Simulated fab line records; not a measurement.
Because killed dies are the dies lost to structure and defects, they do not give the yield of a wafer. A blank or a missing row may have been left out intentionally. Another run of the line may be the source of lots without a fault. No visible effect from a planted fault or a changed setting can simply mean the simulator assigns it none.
Lot-split experiment | flow n5-finfet | 21 wafers read across 7 lots, on a route 1938 steps long

THE SPLIT ITSELF
At N5_BEOL_M14_ETCH_59 (etches BARC in N2/H2, target depth 89 nm, overetch 26.7 nm, time 67.9 s), the setting time-s was moved away from the recipe's 67.9 s on 9 of the 21 wafers read, by -21.3% to +18.5%. This setting was run at the recipe's value on the other wafers.

The split's own step is where the reading is taken.

THE READING
coat_of_BEOL_M14_COAT_04.thk-nm (the simulator's own value, which no gauge read), in nm, at N5_BEOL_M14_ETCH_59 (etches BARC in N2/H2, target depth 89 nm, overetch 26.7 nm, time 67.9 s). The file gives no usual value for it. Average 718.7 nm, standard deviation 3.1 nm, over the 12 wafers here run with the recipe.

wafer  | tool, chamber at the split | time-s as run, s | against the recipe | coat_of_BEOL_M14_COAT_04.thk-nm, nm | against lot-mates on the recipe
L076.1 | rie-diel-01, 3             | 67.9             | recipe             | 719                                 | -
L076.3 | rie-diel-01, 2             | 67.9             | recipe             | 721.4                               | -
L076.5 | rie-diel-01, 1             | 67.9             | recipe             | 717                                 | -
L078.3 | rie-diel-01, 0             | 55.76            | -17.9%             | 731.4                               | +12.6
L078.4 | rie-diel-01, 2             | 55.76            | -17.9%             | 730                                 | +11.2
L078.6 | rie-diel-01, 0             | 67.9             | recipe             | 718.8                               | -
L077.2 | rie-diel-01, 2             | 63.2             | -6.9%              | 724.6                               | +7.2
L077.3 | rie-diel-01, 3             | 63.2             | -6.9%              | 722.8                               | +5.4
L077.6 | rie-diel-01, 3             | 67.9             | recipe             | 717.4                               | -
L080.3 | rie-diel-05, 1             | 67.9             | recipe             | 721                                 | -
L080.4 | rie-diel-05, 0             | 67.9             | recipe             | 720.4                               | -
L080.5 | rie-diel-05, 1             | 67.9             | recipe             | 725.8                               | -
L083.3 | rie-diel-05, 2             | 53.44            | -21.3%             | 728.4                               | +10.6
L083.5 | rie-diel-05, 0             | 67.9             | recipe             | 717.8                               | -
L083.6 | rie-diel-05, 1             | 53.44            | -21.3%             | 732.2                               | +14.4
L086.1 | rie-diel-06, 2             | 80.43            | +18.5%             | 703.6                               | -11.0
L086.3 | rie-diel-06, 1             | 67.9             | recipe             | 715.8                               | -
L086.5 | rie-diel-06, 0             | 67.9             | recipe             | 713.4                               | -
L091.1 | rie-diel-06, 3             | 67.9             | recipe             | 716.6                               | -
L091.3 | rie-diel-06, 0             | 56.51            | -16.8%             | 728.4                               | +11.8
L091.4 | rie-diel-06, 2             | 56.51            | -16.8%             | 728.6                               | +12.0

THE FIT
A straight line over all 21 wafers: coat_of_BEOL_M14_COAT_04.thk-nm changes by -0.643 nm for each +1% of time-s; r = -0.92; the points scatter about the line by 2.7 nm.
The same after taking each lot's own level away (the mean of its wafers on the recipe; 21 wafers): -0.635 nm for each +1%; r = -0.97; scatter 1.7 nm.
According to that fit, moving time-s by its largest amount changes the reading by 14 nm.
From 714.60 to 722.40 nm: that is the span of the lots' own levels, equal to 2.5 times the standard deviation above.
The two slopes agree, so the slope changes little with the lot-to-lot level.
Check: for one of the wafers moved furthest among these (-21.3%), held out of the fit, the line's prediction against its lot-mates is +14.5 nm. Against them it came out at +10.6 nm.

OTHER SPLITS APPLIED TO THESE WAFERS
Other splits were also applied to these wafers ahead of the reading. Each is held against what the fit with the lots' levels taken away leaves over:
other split on the same wafers | wafers away from the commonest value | r with coat_of_BEOL_M14_COAT_04.thk-nm (lot level and that fit taken away)
N5_BEOL_M14_PEB_08 peb-temp-c  | 8                                    | +0.06

THE FILE'S OWN FIT
coat_of_BEOL_M14_COAT_04.thk-nm changes by -0.641 nm for each +1% of time-s, r = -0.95.
